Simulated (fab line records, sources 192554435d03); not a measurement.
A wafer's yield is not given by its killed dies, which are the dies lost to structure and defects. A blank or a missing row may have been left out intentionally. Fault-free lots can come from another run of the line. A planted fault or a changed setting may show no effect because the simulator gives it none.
Problem report, 8D (eight disciplines) form, completed by code	flow n5 finfet	the parts of the form that need people (team, actions taken, sign-off) are left out

## 1. WHAT IS WRONG
A mean of 1690 is read at N5_BEOL_M7_INSPECT_30 for raw defect count, taken on 1 wafer of 1 lot, against 413 (standard deviation 78) on wafers free of any fault. That puts it +16 standard deviations away from the usual mean.
The step: inspects for defects (brightfield).
Earliest sighting: wafer L641.6 on defect inspect-01 at day 14 03:28. The record has a number at this step for 9 wafers belonging to 3 lots. Rule for "out" (also "out of limits"): further than 4 standard deviations from the usual mean. The rest of the wafers with a number are treated as sound.

## 2. WHAT IT IS, WHAT IT ISN'T
question	is	is not
which readings at this step	raw defect count	-
which lots	L641	L629, L647
which wafers of those lots	L641.6	L641.1, L641.5
read on which gauges	defect inspect-01	defect inspect-02
when	from day 14 03:28	up to then (5 sound wafers); but 3 sound wafers of L647 came after

## 3. WHAT RULES OUT EACH SUSPECT
Counting: any tool at a process step up to the reading remains a suspect provided it ran every lot that is out. Sound lots after the first of them don't rule it out here, since some wafers of a struck lot are sound.
- ruled out: the gauge at N5_BEOL_M7_INSPECT_30. All the wafers that are out were read on defect inspect-01, but those of them that N5_PASSIVATION_PROBE_49 has rows for are out there too, on other tools.
- rie diel-06 at N5_BEOL_M7_STRIP_67 (strips in CF4): kept. The lot that is out, L641, ran on it at day 14 01:42; the last sound lot it ran before that was L629, at day 9 16:46.
- In rie diel-06 at N5_BEOL_M7_STRIP_67, the wafers that are out were processed in chamber 3 and their sound lot-mates in chambers 0, 2.
Left after counting: rie diel-06 at N5_BEOL_M7_STRIP_67.

## 4. THE CAUSE (what the simulator had put in)
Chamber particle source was rie diel-06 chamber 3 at N5_BEOL_M7_STRIP_67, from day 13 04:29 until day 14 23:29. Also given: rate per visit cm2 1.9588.
This tool alone remained once counting was done.

## 5. SEQUENCE OF EFFECTS, ordered by route
One row per reading whose mean, taken over the struck wafers that have a number, lies over 3 standard deviations from the usual. Readings are gone through only where the record gives a usual standard deviation; hours: the median, over the lots, of the time from a lot's start at the first step in this table giving one to that lot's start at this step; sigmas: the change measured in usual standard deviations.
hours	step	reading	usual	on struck wafers	change	sigmas
0	N5_BEOL_M7_INSPECT_30	raw defect count	413	1690	+1277	+16
75	N5_PASSIVATION_PROBE_49	defect limited yield	91.6 %	78.2	-13.4	-8.4
75	N5_PASSIVATION_PROBE_49	killed_at_M4_up	13	174	+161	+37
75	N5_PASSIVATION_PROBE_49	killed dies	99	257	+158	+8.8
75	N5_PASSIVATION_PROBE_49	sort_bin_5_function	4.9 %	13.8	+8.9	+8.9
75	N5_PASSIVATION_PROBE_49	sort n pass	1081	923	-158	-8.8
75	N5_PASSIVATION_PROBE_49	sort yield pct	91.6 %	78.2	-13.4	-8.4
Here are the process steps it includes:
- N5_PASSIVATION_PROBE_49

## 6. HOW IT WOULD HAVE BEEN CAUGHT EARLIER
Counted from the fault's start at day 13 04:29, it took 23 hours until the first out-of-limits reading at a measuring or inspecting step in this record, taken at day 14 03:28.
No tool reading at N5_BEOL_M7_STRIP_67 that has a usual standard deviation in the record was out on any struck wafer, so an alarm limit of 4 standard deviations on those readings would not have fired.
The start of N5_BEOL_M7_STRIP_67 on rie diel-06 came by day 14 03:28 for every one of the lots that are out (1). Holding the tool at that point would not have protected any of them.
